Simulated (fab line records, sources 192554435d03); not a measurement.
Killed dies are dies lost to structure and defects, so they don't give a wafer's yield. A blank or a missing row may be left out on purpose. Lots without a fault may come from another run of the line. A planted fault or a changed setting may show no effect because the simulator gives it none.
fab line records | flow n5_finfet
record lots=7 wafers=21
route steps=1938 shown BEOL_M9@1423 BEOL_M11@1539 BEOL_M13@1680 BEOL_M15@1779 PASSIVATION@1929
start_h: hours from the record's first day to the start of the lot's first wafer shown | wait_h: hours since the lot's step before | " the same as in the row above | L1.1+2: a row that stands for several wafers | - no value, or no start given | * or withheld: withheld | < > ~ a bound
route shown NAME@n: a module of which the file shows steps, and the number in the route of the first | usual: mean/standard deviation of fault-free wafers | same: alike in all rows | chamber/n: place in a boat | sites: the reading at each site | _std_site: their standard deviation | _edge_site: outer sites' mean less inner sites' | radius_mm: how far each site lies from the wafer's centre | mask NAME#n: copy n | behind: the tool/chamber that last shaped the wafer | hold: why the lot was held/for how many hours/how that ended | device: the transistor (n, p or np) that didn't switch | end of line: the same wafers' tests at the end of the route | a step without rows: its recipe alone | killed: dies lost to structure and defects at the first sort, not the wafer's yield | map: a wafer's dies, x killed, . not, _ none there
set.NAME: the setting as run; set.NAME@STEP: as run at that earlier step | model.NAME: the simulator's own value behind a step, which no gauge read
lots whose settings were changed on purpose; a table a step, a row a wafer
## steps
# step N5_BEOL_M9_STRIP_19
# recipe chemistry=O2 power_w=400 temp_c=40 pressure_mtorr=30 rf_frequency_hz=6e+07 bias_power_w=0 overash_fraction=0.2 o2_flow_sccm=225
# columns lot.wafer tool chamber start_h wait_h set.power_w
L074.3+5+6 rie_diel-04 3,3,0 199.76 0.1 400
L076.1+3 rie_diel-02 3,1 239.07 0.1 373.7
L076.5 " 1 " " 400
L080.1 rie_diel-04 3 261.70 0.2 400
L080.3+4 " 2,0 " " 357.3
L083.1+4 rie_diel-04 3,0 280.72 0.1 400
L083.5 " 0 " " 447.6
L087.1 rie_diel-03 2 292.86 0.2 400
L087.5+6 " 2,3 " " 453.8
L090.1+5+6 rie_diel-02 2,2,1 320.00 0.2 400
L093.2+6 rie_diel-03 2,1 324.77 0.1 419.5
L093.4 " 3 " " 400
# step N5_BEOL_M9_CD_MEAS_18
# recipe pitch_nm=140 target_cd_nm=70
# usual cd_nm=70.1/0.61
# columns lot.wafer tool chamber start_h wait_h set.dose_mj@BEOL_M9_EXPOSE_08 cd_nm
L074.3 cd_sem-01 - 199.83 0.1 53.75 68.8
L074.5 " - " " 53.75 69.9
L074.6 " - " " 53.75 69.4
L076.1 cd_sem-02 - 239.14 0.0 53.75 70.4
L076.3 " - " " 53.75 70.0
L076.5 " - " " 49.96 66.1
L080.1 cd_sem-03 - 261.77 0.0 51.16 67.2
L080.3 " - " " 53.75 69.4
L080.4 " - " " 51.16 67.8
L083.1 cd_sem-01 - 280.80 0.1 53.75 69.8
L083.4 " - " " 53.75 70.5
L083.5 " - " " 53.75 70.2
L087.1 cd_sem-03 - 292.93 0.0 53.75 70.5
L087.5 " - " " 55.58 72.2
L087.6 " - " " 53.75 70.1
L090.1 cd_sem-01 - 320.07 0.1 53.75 68.9
L090.5 " - " " 53.75 69.2
L090.6 " - " " 53.75 70.4
L093.2 cd_sem-02 - 324.84 0.1 53.75 68.7
L093.4 " - " " 55.93 72.6
L093.6 " - " " 53.75 69.9
# step N5_BEOL_M9_COAT_63
# recipe resist=SOC temp_c=250 time_s=60 spin_rpm=1500 resist_thk_nm=60
# step N5_BEOL_M9_COAT_64
# recipe resist=SiARC temp_c=220 time_s=60 spin_rpm=1500 resist_thk_nm=12
# step N5_BEOL_M9_PRECLEAN_42
# recipe chemistry=residue_remover time_s=60 temp_c=40
# step N5_BEOL_M9_SRD_43
# recipe time_s=30 temp_c=23 rinse_liquid=diw dry=ipa_marangoni
# step N5_BEOL_M9_CD_MEAS_35
# recipe target_cd_nm=70 target_cd_y_nm=40 polarity=opening
# usual cd_nm=70.0/0.62
# columns lot.wafer tool chamber start_h wait_h set.dose_mj@BEOL_M9_EXPOSE_08 cd_nm
L074.3 cd_sem-02 - 203.11 0.0 53.75 68.9
L074.5 " - " " 53.75 69.5
L074.6 " - " " 53.75 69.6
L076.1 cd_sem-02 - 241.78 0.0 53.75 70.6
L076.3 " - " " 53.75 69.5
L076.5 " - " " 49.96 66.1
L080.1 cd_sem-02 - 266.64 0.0 51.16 67.2
L080.3 " - " " 53.75 69.5
L080.4 " - " " 51.16 67.6
L083.1 cd_sem-03 - 282.61 0.0 53.75 70.3
L083.4 " - " " 53.75 70.7
L083.5 " - " " 53.75 69.8
L087.1 cd_sem-02 - 294.77 0.0 53.75 70.4
L087.5 " - " " 55.58 72.6
L087.6 " - " " 53.75 70.5
L090.1 cd_sem-02 - 323.24 0.0 53.75 69.7
L090.5 " - " " 53.75 69.0
L090.6 " - " " 53.75 70.2
L093.2 cd_sem-03 - 328.66 0.0 53.75 68.4
L093.4 " - " " 55.93 72.4
L093.6 " - " " 53.75 69.9
# step N5_BEOL_M11_PECVD_70
# recipe material=SiO2 target_thk_a=200 temp_c=400 precursor=TEOS/O2 pressure_torr=5.5 rf_w=450 teos_flow_sccm=53.8 gas=O2 flow_sccm=3000 time_s=22.7
# columns lot.wafer tool chamber start_h wait_h set.time_s model.SiO2_of_BEOL_M11_PECVD_70.thk_nm
L074.3+5 pecvd-04 0 216.62 0.1 22.7 20
L074.6 " 1 " " 22.7 20.2
L076.1 pecvd-03 2 252.89 0.0 20.9 17.8
L076.3+5 " 2,0 " " 20.9 18.2
L080.1 pecvd-03 0 279.25 0.0 22.7 19.4
L080.3 " 2 " " 22.7 19.6
L080.4 " 0 " " 20.81 18.2
L083.1 pecvd-04 0 296.26 0.0 20.43 18
L083.4+5 " 1,0 " " 22.7 20.2
L087.1 pecvd-04 1 303.48 0.0 22.7 19.6
L087.5+6 " 0,1 " " 21.57 19.2
L090.1 pecvd-03 0 337.53 0.0 22.7 19.4
L090.5 " 0 " " 22.7 19.6
L090.6 " 2 " " 22.7 19.8
L093.2+4 pecvd-03 2,0 345.48 0.0 22.7 19.8
L093.6 " 2 " " 22.7 20
# step N5_BEOL_M11_EXPOSE_08
# recipe mask_id=M11 na=1.35 source_shape=dipole sigma_inner=0.411 sigma_outer=0.611 polarization=te dose_mj=53.75
# columns lot.wafer tool chamber start_h wait_h mask set.dose_mj
L074.3+5+6 arfi_scanner-03 0 218.08 - M11#0 53.75
L076.1+3+5 arfi_scanner-01 0 254.96 - M11#0 53.75
L080.1+3 arfi_scanner-03 0 280.44 - M11#0 51.12
L080.4 " 0 " " M11#0 53.75
L083.1+5 arfi_scanner-02 0 296.69 - M11#0 52
L083.4 " 0 " " M11#0 53.75
L087.1 arfi_scanner-03 0 304.45 - M11#0 55.5
L087.5+6 " 0 " " M11#0 53.75
L090.1+5+6 arfi_scanner-02 0 341.24 - M11#0 53.75
L093.2+4 arfi_scanner-02 0 348.21 - M11#0 53.75
L093.6 " 0 " " M11#0 55.18
# step N5_BEOL_M11_PEB_09
# recipe peb_temp_c=withheld peb_time_s=60 resist=CAR-ArF
# step N5_BEOL_M11_DEVELOP_10
# recipe develop_time_s=30 developer=TMAH resist=CAR-ArF rinse_liquid=diw dry=air_spin dev_temp_c=23
# step N5_BEOL_M11_DESCUM_16
# recipe chemistry=O2 time_s=7.9 source_power_w=50 bias_power_w=20 pressure_mtorr=20 rf_frequency_hz=2.712e+07 temp_c=40 resist=CAR-ArF o2_flow_sccm=225
# step N5_BEOL_M11_ETCH_61
# recipe chemistry=CF4 target=SiARC target_depth_a=390 mask_material=CAR-ArF time_s=65 ion_energy_ev=80 pressure_mtorr=40 source_w=545 bias_w=36 Ar_flow_sccm=100 cf4_flow_sccm=100 ends=cleared
# columns lot.wafer tool chamber start_h wait_h set.dose_mj@BEOL_M11_EXPOSE_08 model.BEOL_M11.cd_offset_nm
L074.3 rie_diel-02 2 218.38 0.0 53.75 -0.4
L074.5 " 3 " " 53.75 0.4
L074.6 " 2 " " 53.75 0.2
L076.1 rie_diel-03 1 255.21 0.0 53.75 0
L076.3 " 2 " " 53.75 0.4
L076.5 " 3 " " 53.75 0.6
L080.1 rie_diel-02 0 280.69 0.0 51.12 -3.2
L080.3 " 2 " " 51.12 -3.6
L080.4 " 3 " " 53.75 -0.6
L083.1 rie_diel-03 2 297.06 0.0 52 -1.8
L083.4 " 3 " " 53.75 -0.4
L083.5 " 0 " " 52 -2.2
L087.1 rie_diel-03 3 304.70 0.0 55.5 0.8
L087.5 " 3 " " 53.75 -0.2
L087.6 " 0 " " 53.75 -0.6
L090.1 rie_diel-03 0 341.49 0.0 53.75 -0.6
L090.5 " 2 " " 53.75 1.2
L090.6 " 3 " " 53.75 -0.2
L093.2+4 rie_diel-04 2,1 348.45 0.0 53.75 0.4
L093.6 " 3 " " 55.18 2.4
# step N5_BEOL_M11_ETCH_62
# recipe chemistry=N2/H2 target=SOC target_depth_a=1100 overetch_a=220 mask_material=SiARC temp_c=40 time_s=165 ion_energy_ev=200 pressure_mtorr=30 source_w=840 bias_w=150 n2_flow_sccm=200 h2_flow_sccm=200
# step N5_BEOL_M11_STRIP_68
# recipe chemistry=N2/H2 temp_c=40 n2_flow_sccm=200 h2_flow_sccm=200 rf_frequency_hz=6e+07
# step N5_BEOL_M11_HM_OPEN_17
# recipe chemistry=Cl2/BCl3 target_depth_a=200 overetch_a=60 target=TiN mask_material=SOC ion_energy_ev=150 pressure_mtorr=10 icp_w=1000 bias_w=126 Cl2_flow_sccm=53.25 bcl3_flow_sccm=21.75 Ar_flow_sccm=25
# step N5_BEOL_M11_STRIP_19
# recipe chemistry=O2 power_w=400 temp_c=40 pressure_mtorr=30 rf_frequency_hz=6e+07 bias_power_w=0 overash_fraction=0.2 o2_flow_sccm=225
# step N5_BEOL_M11_CD_MEAS_18
# recipe pitch_nm=140 target_cd_nm=70
# usual cd_nm=70.0/0.67
# columns lot.wafer tool chamber start_h wait_h set.dose_mj@BEOL_M11_EXPOSE_08 cd_nm
L074.3 cd_sem-02 - 218.95 0.1 53.75 69.5
L074.5 " - " " 53.75 70.1
L074.6 " - " " 53.75 70.0
L076.1 cd_sem-02 - 255.62 0.0 53.75 70.3
L076.3 " - " " 53.75 70.5
L076.5 " - " " 53.75 70.5
L080.1 cd_sem-01 - 281.11 0.0 51.12 67.0
L080.3 " - " " 51.12 66.0
L080.4 " - " " 53.75 69.4
L083.1 cd_sem-03 - 297.48 0.0 52 68.2
L083.4 " - " " 53.75 69.5
L083.5 " - " " 52 67.7
L087.1 cd_sem-03 - 305.12 0.0 55.5 70.8
L087.5 " - " " 53.75 70.2
L087.6 " - " " 53.75 69.5
L090.1 cd_sem-03 - 341.91 0.0 53.75 69.8
L090.5 " - " " 53.75 71.2
L090.6 " - " " 53.75 69.5
L093.2 cd_sem-01 - 348.98 0.1 53.75 70.0
L093.4 " - " " 53.75 70.5
L093.6 " - " " 55.18 72.2
# step N5_BEOL_M11_EXPOSE_25
# recipe mask_id=V10 na=1.35 source_shape=annular sigma_inner=0.5 sigma_outer=0.8 polarization=unpolarized dose_mj=85.5
# columns lot.wafer tool chamber start_h wait_h mask set.dose_mj
L074.3+5+6 arfi_scanner-01 0 219.29 - V10#0 85.5
L076.1 arfi_scanner-03 0 259.33 - V10#0 80.71
L076.3+5 " 0 " " V10#0 85.5
L080.1+3+4 arfi_scanner-03 0 282.02 - V10#0 85.5
L083.1+5 arfi_scanner-03 0 299.24 - V10#0 85.5
L083.4 " 0 " " V10#0 83
L087.1+5+6 arfi_scanner-03 0 306.38 - V10#0 80.1
L090.1+5+6 arfi_scanner-02 0 342.85 - V10#0 85.5
L093.2+4+6 arfi_scanner-03 0 350.10 - V10#0 85.5
# step N5_BEOL_M11_PEB_26
# recipe peb_temp_c=withheld peb_time_s=60 resist=CAR-ArF
# step N5_BEOL_M11_DEVELOP_27
# recipe develop_time_s=30 developer=TMAH resist=CAR-ArF rinse_liquid=diw dry=air_spin dev_temp_c=23
# step N5_BEOL_M11_CD_MEAS_28
# recipe target_cd_nm=70 landing_energy_ev=500 detector=se_inlens polarity=opening
# usual cd_nm=69.9/0.97
# columns lot.wafer tool chamber start_h wait_h set.dose_mj@BEOL_M11_EXPOSE_25 cd_nm
L074.3 cd_sem-01 0 219.41 - 85.5 69.9
L074.5 " 0 " " 85.5 69.2
L074.6 " 0 " " 85.5 71.5
L076.1 cd_sem-02 0 259.46 - 80.71 65.0
L076.3 " 0 " " 85.5 71.5
L076.5 " 0 " " 85.5 71.1
L080.1 cd_sem-02 0 282.16 - 85.5 69.4
L080.3 " 0 " " 85.5 70.2
L080.4 " 0 " " 85.5 69.4
L083.1 cd_sem-01 0 299.37 - 85.5 68.0
L083.4 " 0 " " 83 66.3
L083.5 " 0 " " 85.5 68.3
L087.1 cd_sem-02 0 306.52 - 80.1 63.9
L087.5 " 0 " " 80.1 64.6
L087.6 " 0 " " 80.1 63.3
L090.1 cd_sem-03 0 342.98 - 85.5 70.7
L090.5 " 0 " " 85.5 70.5
L090.6 " 0 " " 85.5 70.1
L093.2 cd_sem-02 0 350.23 - 85.5 69.3
L093.4 " 0 " " 85.5 69.7
L093.6 " 0 " " 85.5 70.7
# step N5_BEOL_M11_ETCH_66
# recipe chemistry=N2/H2 target=SOC target_depth_a=1200 overetch_a=240 mask_material=SiARC temp_c=40 time_s=180 ion_energy_ev=200 pressure_mtorr=30 source_w=840 bias_w=150 n2_flow_sccm=200 h2_flow_sccm=200
# columns lot.wafer tool chamber start_h wait_h set.time_s model.SiARC_of_BEOL_M11_COAT_64.thk_nm
L074.3 rie_diel-03 1 220.26 0.0 180 22.4
L074.5 " 1 " " 180 22.6
L074.6 " 2 " " 180 22.8
L076.1 rie_diel-03 3 259.66 0.0 212.6 21.8
L076.3 " 2 " " 180 22.8
L076.5 " 3 " " 180 23
L080.1 rie_diel-02 3 282.37 0.0 180 22.4
L080.3 " 2 " " 180 22.6
L080.4 " 1 " " 167.9 23
L083.1 rie_diel-03 0 299.54 0.0 180 22.8
L083.4 " 3 " " 180 23.2
L083.5 " 2 " " 180 23
L087.1 rie_diel-03 0 306.72 0.0 201.7 21.6
L087.5 " 3 " " 201.7 22.2
L087.6 " 2 " " 180 22.8
L090.1 rie_diel-04 2 343.15 0.0 140.6 24.4
L090.5 " 1 " " 180 22.8
L090.6 " 2 " " 180 23
L093.2 rie_diel-03 2 350.40 0.0 199.6 21.8
L093.4+6 " 0,1 " " 199.6 21.6
# step N5_BEOL_M13_COAT_65
# recipe resist=SOC temp_c=250 time_s=60 spin_rpm=1500 resist_thk_nm=350
# columns lot.wafer tool chamber start_h wait_h set.spin_rpm model.SOC_of_BEOL_M13_COAT_65.thk_nm
L074.3 litho_track-01 0 231.55 0.0 1500 350
L074.5+6 " 0 " " 1500 349.4
L076.1 litho_track-03 0 269.48 0.0 1500 350.6
L076.3 " 0 " " 1547 345.4
L076.5 " 0 " " 1500 351.8
L080.1 litho_track-01 0 295.33 0.0 1399 362.8
L080.3 " 0 " " 1500 351.8
L080.4 " 0 " " 1500 351
L083.1 litho_track-03 0 309.83 0.0 1566 341.6
L083.4 " 0 " " 1500 349.4
L083.5 " 0 " " 1500 348.8
L087.1 litho_track-03 0 316.49 0.0 1594 341.4
L087.5 " 0 " " 1500 352.6
L087.6 " 0 " " 1500 351.2
L090.1 litho_track-01 0 353.41 0.0 1379 363.2
L090.5 " 0 " " 1379 362.2
L090.6 " 0 " " 1500 347.8
L093.2 litho_track-03 0 360.03 0.0 1500 350.4
L093.4 " 0 " " 1384 364.8
L093.6 " 0 " " 1384 364.4
# step N5_BEOL_M15_EXPOSE_07
# recipe mask_id=V14 na=0.8 source_shape=annular sigma_inner=0.5 sigma_outer=0.8 polarization=unpolarized attpsm_phase_deg=180 dose_mj=41.25
# columns lot.wafer tool chamber start_h wait_h mask set.dose_mj
L074.3+5+6 krf_scanner-02 0 245.56 - V14#0 41.25
L076.1+3+5 krf_scanner-02 0 278.83 - V14#0 40.07
L080.1+4 krf_scanner-02 0 304.86 - V14#0 42.63
L080.3 " 0 " " V14#0 41.25
L083.1+5 krf_scanner-02 0 322.80 - V14#0 43.17
L083.4 " 0 " " V14#0 41.25
L087.1+6 krf_scanner-01 0 325.51 - V14#0 41.25
L087.5 " 0 " " V14#0 44.03
L090.1 krf_scanner-01 0 366.16 - V14#0 42.77
L090.5+6 " 0 " " V14#0 41.25
L093.2+4 krf_scanner-02 0 376.11 - V14#0 38.66
L093.6 " 0 " " V14#0 41.25
# step N5_BEOL_M15_PEB_08
# recipe peb_temp_c=130 peb_time_s=90
# step N5_BEOL_M15_DEVELOP_09
# recipe develop_time_s=45 rinse_liquid=diw dry=air_spin dev_temp_c=21
# step N5_BEOL_M15_HARDBAKE_14
# recipe temp_c=130 time_s=120
# step N5_BEOL_M15_CD_MEAS_10
# recipe target_cd_nm=360 landing_energy_ev=500 detector=se_inlens polarity=opening
# usual cd_nm=358.8/2
# columns lot.wafer tool chamber start_h wait_h set.dose_mj@BEOL_M15_EXPOSE_07 cd_nm
L074.3 cd_sem-03 0 245.72 - 41.25 359.9
L074.5 " 0 " " 41.25 359.9
L074.6 " 0 " " 41.25 361.2
L076.1 cd_sem-03 0 279.00 - 40.07 352.8
L076.3 " 0 " " 40.07 353.2
L076.5 " 0 " " 40.07 353.6
L080.1 cd_sem-01 0 305.03 - 42.63 361.0
L080.3 " 0 " " 41.25 357.4
L080.4 " 0 " " 42.63 360.8
L083.1 cd_sem-02 0 322.97 - 43.17 363.9
L083.4 " 0 " " 41.25 356.7
L083.5 " 0 " " 43.17 364.4
L087.1 cd_sem-02 0 325.68 - 41.25 360.5
L087.5 " 0 " " 44.03 370.7
L087.6 " 0 " " 41.25 360.1
L090.1 cd_sem-01 0 366.33 - 42.77 365.5
L090.5 " 0 " " 41.25 357.4
L090.6 " 0 " " 41.25 357.7
L093.2 cd_sem-01 0 376.28 - 38.66 349.0
L093.4 " 0 " " 38.66 346.4
L093.6 " 0 " " 41.25 358.9
# step N5_BEOL_M15_STRIP_65
# recipe chemistry=post_etch_residue_remover time_s=60 temp_c=25 remover_ph=withheld remover_water_wt_pct=withheld remover_fluoride_wt_pct=withheld
# step N5_BEOL_M15_SRD_66
# recipe time_s=30 temp_c=23 rinse_liquid=diw dry=n2_spin spin_rpm=1500 dry_time_s=30
# step N5_BEOL_M15_CD_MEAS_17
# recipe target_cd_nm=360 polarity=opening
# usual cd_nm=359.8/2.4
# columns lot.wafer tool chamber start_h wait_h set.dose_mj@BEOL_M15_EXPOSE_07 cd_nm
L074.3 cd_sem-01 - 246.35 0.0 41.25 360.3
L074.5 " - " " 41.25 360.1
L074.6 " - " " 41.25 361.7
L076.1 cd_sem-01 - 279.59 0.0 40.07 352.6
L076.3 " - " " 40.07 356.7
L076.5 " - " " 40.07 357.9
L080.1 cd_sem-03 - 305.62 0.0 42.63 361.9
L080.3 " - " " 41.25 356.6
L080.4 " - " " 42.63 362.7
L083.1 cd_sem-01 - 323.56 0.0 43.17 366.1
L083.4 " - " " 41.25 356.6
L083.5 " - " " 43.17 367.0
L087.1 cd_sem-03 - 326.26 0.0 41.25 361.9
L087.5 " - " " 44.03 371.3
L087.6 " - " " 41.25 361.1
L090.1 cd_sem-02 - 366.91 0.0 42.77 365.3
L090.5 " - " " 41.25 358.0
L090.6 " - " " 41.25 359.2
L093.2 cd_sem-01 - 376.86 0.0 38.66 350.8
L093.4 " - " " 38.66 349.7
L093.6 " - " " 41.25 358.7
# step N5_PASSIVATION_PASS_ETCH_47
# recipe chemistry=CF4/O2 target=SiNx target_depth_a=7700 time_s=385 ion_energy_ev=100 pressure_mtorr=40 source_w=535 bias_w=49 Ar_flow_sccm=100 cf4_flow_sccm=100 O2_flow_sccm=10
# columns lot.wafer tool chamber start_h wait_h set.source_w model.etch.depth_nm
L074.3 rie_diel-05 1 263.79 0.0 535 769.3
L074.5 " 2 " " 535 792.3
L074.6 " 1 " " 535 775.7
L076.1 rie_diel-06 2 295.11 0.0 586.5 833.5
L076.3 " 0 " " 535 769.9
L076.5 " 2 " " 535 767.3
L080.1 rie_diel-05 2 322.53 0.0 568.8 827.4
L080.3 " 1 " " 535 765.6
L080.4 " 2 " " 535 779.5
L083.1 rie_diel-01 0 344.00 0.0 535 765
L083.4 " 1 " " 592.9 829
L083.5 " 3 " " 592.9 832.8
L087.1 rie_diel-06 0 350.10 0.0 535 760.8
L087.5 " 3 " " 535 749.4
L087.6 " 2 " " 510.8 737.7
L090.1 rie_diel-01 1 387.95 0.0 628.8 865.2
L090.5 " 3 " " 628.8 873.4
L090.6 " 2 " " 535 783
L093.2 rie_diel-06 0 392.72 0.0 535 772.8
L093.4 " 3 " " 495.6 707.4
L093.6 " 1 " " 495.6 716.5
## key
split step=N5_BEOL_M9_STRIP_19 setting=power_w stated=400 by=wafer
response none clear
split step=N5_BEOL_M11_PECVD_70 setting=time_s stated=22.7 by=wafer
response step=N5_BEOL_M11_PECVD_70 reading=model.SiO2_of_BEOL_M11_PECVD_70.thk_nm change=+0.179 per=1% r=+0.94
split step=N5_BEOL_M11_EXPOSE_08 setting=dose_mj stated=53.75 by=wafer
response step=N5_BEOL_M11_ETCH_61 reading=model.BEOL_M11.cd_offset_nm change=+0.539 per=1% r=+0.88
response step=N5_BEOL_M11_CD_MEAS_18 reading=cd_nm change=+0.53 per=1% r=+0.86
split step=N5_BEOL_M11_EXPOSE_25 setting=dose_mj stated=85.5 by=wafer
response step=N5_BEOL_M11_CD_MEAS_28 reading=cd_nm change=+1.02 per=1% r=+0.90
split step=N5_BEOL_M11_ETCH_66 setting=time_s stated=180 by=wafer
response step=N5_BEOL_M11_ETCH_66 reading=model.SiARC_of_BEOL_M11_COAT_64.thk_nm change=-0.0671 per=1% r=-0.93
split step=N5_BEOL_M13_COAT_65 setting=spin_rpm stated=1500 by=wafer
response step=N5_BEOL_M13_COAT_65 reading=model.SOC_of_BEOL_M13_COAT_65.thk_nm change=-1.78 per=1% r=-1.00
split step=N5_BEOL_M15_EXPOSE_07 setting=dose_mj stated=41.25 by=wafer
response step=N5_BEOL_M15_CD_MEAS_10 reading=cd_nm change=+1.65 per=1% r=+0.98
response step=N5_BEOL_M15_CD_MEAS_17 reading=cd_nm change=+1.59 per=1% r=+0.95
split step=N5_PASSIVATION_PASS_ETCH_47 setting=source_w stated=535 by=wafer
response step=N5_PASSIVATION_PASS_ETCH_47 reading=model.etch.depth_nm change=+5.89 per=1% r=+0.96
split outside_this_file step=N5_BEOL_M9_EXPOSE_08 setting=dose_mj
# split outside_this_file: this setting was split too, and the file shows its column; the key of that split is in another file
